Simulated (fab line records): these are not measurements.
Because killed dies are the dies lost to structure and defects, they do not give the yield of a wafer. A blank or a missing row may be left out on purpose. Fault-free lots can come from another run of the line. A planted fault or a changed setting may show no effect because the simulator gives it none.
Matching of chambers ; flow nand-harc ; cmp-02 running NHARC_P_M1_CMP_23: 4 sister chambers
The step polishes, t overpolish 20 s, target thk 157.82 nm. 8 wafers are shown with their chamber, then 7 later ones without.

## WAFERS, EACH WITH ITS CHAMBER
wafer;chamber;motor-current-A (A);time-to-endpoint-s (s)
L075.1;2;10.6;28.8
L075.2;1;10.4;23.8
L076.3;2;10.1;27.8
L080.2;0;12.9;26.6
L080.3;1;10.5;26.2
L080.4;3;10.3;27.5
L086.1;0;12.5;25.6
L086.3;3;11.3;26.9

## WAFERS MISSING THEIR CHAMBER
wafer;motor-current-A (A);time-to-endpoint-s (s)
L086.5;10.9;27.1
L085.2;11.6;24.2
L085.5;10.2;26.1
L085.6;10.6;25.9
L097.1;11.0;26.5
L097.3;12.5;24.5
L097.4;10.9;26.2

## CHAMBER TAKEN BY EACH
wafer;from the rows above;in truth
L086.5;can't be placed: 3 or 2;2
L085.2;can't be placed: 1 or 0 or 3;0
L085.5;can't be placed: 1 or 3 or 2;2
L085.6;can't be placed: 1 or 3 or 2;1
L097.1;can't be placed: 3 or 1 or 2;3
L097.3;0;0
L097.4;can't be placed: 3 or 1 or 2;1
Placed correctly: 1 of 7. Cannot be placed on the basis of these rows: 6; the candidates contain the true chamber in 6. Wrongly placed: 0.
How it was worked out, from the rows above alone: a wafer's distance from a chamber is the root of the sum, over the readings, of the square of ((its reading less the chamber's mean) divided by the reading's scatter). The wafer belongs to the nearest chamber; if the next one is less than 2 further off, it can't be placed. For every chamber, the mean is computed from those of its wafers that are shown. The scatter: the root of (the sum of the squares of (reading less its chamber's mean) over the shown wafers, divided by (wafers less chambers)).
